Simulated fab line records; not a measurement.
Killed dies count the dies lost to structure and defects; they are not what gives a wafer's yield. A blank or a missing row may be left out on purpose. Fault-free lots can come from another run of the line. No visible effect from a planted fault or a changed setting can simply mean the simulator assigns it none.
Chamber matching | flow n5_finfet | N5_BEOL_M4_PECVD_72 on pecvd-01 has 3 sister chambers
The step deposits SiO2 from TEOS/O2, target thk 16 nm, time 18 s. 6 wafers are shown with their chamber, then 10 later ones without.

== WAFERS WITH THEIR CHAMBER ==
wafer  | chamber | throttle_valve_pct (%) | showerhead_plenum_p_Torr (Torr)
L079.2 | 2       | 21.5                   | 8.80
L079.4 | 2       | 21.7                   | 8.79
L083.3 | 1       | 24.0                   | 8.82
L083.5 | 0       | 23.5                   | 8.76
L085.1 | 1       | 24.0                   | 8.82
L085.3 | 0       | 23.8                   | 8.72

== WAFERS WHOSE CHAMBER IS MISSING ==
wafer  | throttle_valve_pct (%) | showerhead_plenum_p_Torr (Torr)
L085.6 | 23.8                   | 8.81
L096.1 | 23.8                   | 8.84
L096.5 | 24.2                   | 8.83
L096.6 | 20.6                   | 8.78
L093.3 | 24.1                   | 8.82
L093.4 | 20.5                   | 8.76
L093.6 | 20.6                   | 8.78
L090.2 | 24.0                   | 8.83
L090.4 | 20.6                   | 8.77
L090.5 | 20.9                   | 8.77

== THE CHAMBER EACH PASSED THROUGH ==
wafer  | from the rows above | in truth
L085.6 | 1                   | 1
L096.1 | 1                   | 1
L096.5 | 1                   | 1
L096.6 | 2                   | 2
L093.3 | 1                   | 1
L093.4 | 2                   | 2
L093.6 | 2                   | 2
L090.2 | 1                   | 1
L090.4 | 2                   | 2
L090.5 | 2                   | 2
10 of 10 placed correctly. Can't be placed from these rows: 0. Wrongly placed: 0.
How it was worked out, from the rows above alone: a wafer's distance from a chamber is the root of the sum, over the readings, of the square of ((its reading less the chamber's mean) divided by the reading's scatter). The wafer belongs to the nearest chamber; if the next one is less than 2 further off, it can't be placed. The mean given for a chamber averages the wafers shown for that chamber. How the scatter is found: for the shown wafers, subtract from each reading the mean of its chamber, square and add these, divide the total by (wafers less chambers), then take the root.
